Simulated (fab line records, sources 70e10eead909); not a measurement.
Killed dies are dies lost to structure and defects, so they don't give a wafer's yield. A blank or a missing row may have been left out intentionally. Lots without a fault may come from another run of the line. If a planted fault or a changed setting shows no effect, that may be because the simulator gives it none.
8D (eight disciplines) problem report, filled in by code | flow nand harc | the parts of the form that need people (team, actions taken, sign-off) are left out

== 1. THE PROBLEM ==
NHARC_END_SORT_01, killed at array: mean 119 over 1 wafer from 1 lot; wafers with no fault: 27, standard deviation 12. That puts it +7.7 standard deviations away from the usual mean.
Earliest sighting: wafer L874.2 on prober-02 at day 25 03:49. The record has a number at this step for 6 wafers belonging to 2 lots. By rule, "out" or "out of limits" means more than 4 standard deviations away from the usual mean. The other wafers with a number count as sound.

== 2. WHAT IT IS AND WHAT IT IS NOT ==
question                    | is                           | is not
which readings at this step | killed at array, killed dies | killed at other, killed at periphery, killed open, killed short
which lots                  | L874                         | L863
which wafers of those lots  | L874.2                       | L874.1, L874.5
read on which gauges        | prober-02                    | -
when                        | from day 25 03:49            | up to then (4 sound wafers); but 1 sound wafer of L874 came after

== 3. THE SUSPECTS, EACH WITH WHAT RULES IT OUT ==
Counting: any tool at a process step up to the reading remains a suspect provided it ran every lot that is out. Sound lots after the first of them don't rule it out here, since some wafers of a struck lot are sound.
- the gauge at NHARC_END_SORT_01: kept. All the wafers that are out were read on prober-02, and no step on other tools shows them out.
- cmp-03 at NHARC_A_STAIRCASE_CMP_450 (polishes SiO2, target thk 200 nm): kept. L874, the lot that is out, went through it at day 16 19:19; up to then, the latest sound lot through it was L863 at day 13 20:10.
- wet bench-04 at NHARC_A_STAIRCASE_ETCH_423 (etches SiO2 in dHF, target depth 30 nm): kept. It ran the lot that is out, L874 (day 16 20:01).
- rie diel-04 at NHARC_A_SGD_CUT_DESCUM_14 (chemistry O2, time 3 s): kept. It ran the lot that is out, L874 (day 16 22:16).
- rie diel-04 at NHARC_A_SGD_CUT_ETCH_58 (etches the open film in CF4, target depth 39 nm, time 65 s): kept. It ran the lot that is out, L874 (day 16 22:20).
- rie diel-04 at NHARC_A_SGD_CUT_ETCH_16 (etches the open film in C4F8/O2/Ar, target depth 310.5 nm, time 155.2 s): kept. It ran the lot that is out, L874 (day 25 03:01). NHARC_A_SGD_CUT_ETCH_16: start missing for some lots; hours and lot order therefore follow NHARC_END_SORT_01.
- rie diel-04 at NHARC_A_SGD_CUT_STRIP_17 (strips in O2): kept. It ran the lot that is out, L874 (day 25 03:01). NHARC_A_SGD_CUT_STRIP_17: start missing for some lots; hours and lot order therefore follow NHARC_END_SORT_01.
- At NHARC_A_SGD_CUT_DESCUM_14, inside rie diel-04: chamber 2 took the wafers that are out, while their sound lot-mates went through chambers 1, 3.
- At NHARC_A_SGD_CUT_ETCH_16 on rie diel-04, chamber 2 took the sound wafers of the same lots and chamber 3 took the wafers that are out.
- At NHARC_A_SGD_CUT_STRIP_17 on rie diel-04, chamber 3 took the sound wafers of the same lots and chamber 2 took the wafers that are out.
Left after counting: cmp-03 at NHARC_A_STAIRCASE_CMP_450, wet bench-04 at NHARC_A_STAIRCASE_ETCH_423, rie diel-04 at NHARC_A_SGD_CUT_DESCUM_14, rie diel-04 at NHARC_A_SGD_CUT_ETCH_58, rie diel-04 at NHARC_A_SGD_CUT_ETCH_16, rie diel-04 at NHARC_A_SGD_CUT_STRIP_17, prober-02 at NHARC_END_SORT_01.

== 4. THE CAUSE (what the simulator had put in) ==
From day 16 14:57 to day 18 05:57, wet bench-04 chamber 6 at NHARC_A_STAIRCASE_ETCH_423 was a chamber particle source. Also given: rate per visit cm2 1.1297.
After counting, 7 suspects remain, this tool included.

== 5. THE EFFECT CHAIN, in route order ==
Rows list readings where the struck wafers' mean (over those with a number) sits beyond 3 standard deviations from the usual. Only readings whose record carries a usual standard deviation are examined. hours: median over the lots of the time between each lot's start at the first step of this table that gives one and its start at this step. sigmas: the change, counted in usual standard deviations.
hours | step              | reading         | usual | on struck wafers | change | sigmas
0     | NHARC_END_SORT_01 | killed at array | 27    | 119              | +92    | +7.7
0     | NHARC_END_SORT_01 | killed dies     | 31    | 122              | +91    | +7.6

== 6. HOW IT WOULD HAVE BEEN CAUGHT EARLIER ==
The first out-of-limits reading at a measuring or inspecting step in this record came at day 25 03:49, 205 hours after the fault's start at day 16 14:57.
The start of NHARC_A_STAIRCASE_ETCH_423 on wet bench-04 came by day 25 03:49 for every one of the lots that are out (1). None of them would have been spared by holding the tool at that moment.
